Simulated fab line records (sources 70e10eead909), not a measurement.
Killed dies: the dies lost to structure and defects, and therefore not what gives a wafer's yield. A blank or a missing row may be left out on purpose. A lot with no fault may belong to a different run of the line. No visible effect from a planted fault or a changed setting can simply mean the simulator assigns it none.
Chamber matching | flow nand harc | NHARC_P_BONDPAD_DESCUM_11 on rie diel-07: 4 sister chambers
The step chemistry O2, time 3 s. 4 wafers are shown with their chamber, then 8 later ones without.

WAFERS, EACH WITH ITS CHAMBER
wafer  | chamber | rf vpp V (V)
L079.2 | 1       | 60.2
L086.4 | 0       | 57.6
L086.6 | 3       | 57.8
L092.1 | 2       | 57.5

WAFERS WITHOUT THEIR CHAMBER
wafer  | rf vpp V (V)
L092.2 | 57.6
L092.5 | 58.5
L094.3 | 56.6
L094.4 | 56.9
L094.6 | 58.1
L097.3 | 57.6
L097.4 | 58.5
L097.5 | 58.6

WHICH CHAMBER EACH WENT THROUGH
wafer  | from the rows above               | in truth
L092.2 | can't be placed: 0 or 2 or 3      | 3
L092.5 | can't be placed: 3 or 0 or 2 or 1 | 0
L094.3 | can't be placed: 2 or 0 or 3      | 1
L094.4 | can't be placed: 2 or 0 or 3      | 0
L094.6 | can't be placed: 3 or 0 or 2      | 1
L097.3 | can't be placed: 0 or 2 or 3      | 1
L097.4 | can't be placed: 3 or 0 or 2 or 1 | 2
L097.5 | can't be placed: 3 or 0 or 2 or 1 | 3
Correct placement for 0 of the 8. Cannot be placed on the basis of these rows: 8; the candidates contain the true chamber in 5. Wrongly placed: 0.
How it was worked out, from the rows above alone: a wafer's distance from a chamber is the root of the sum, over the readings, of the square of ((its reading less the chamber's mean) divided by the reading's scatter). The wafer belongs to the nearest chamber; if the next one is less than 2 further off, it can't be placed. The mean given for a chamber averages the wafers shown for that chamber. The scatter (one wafer shown for each chamber): square how far every hidden wafer sits from the nearest shown wafer, average those squares and take the square root.
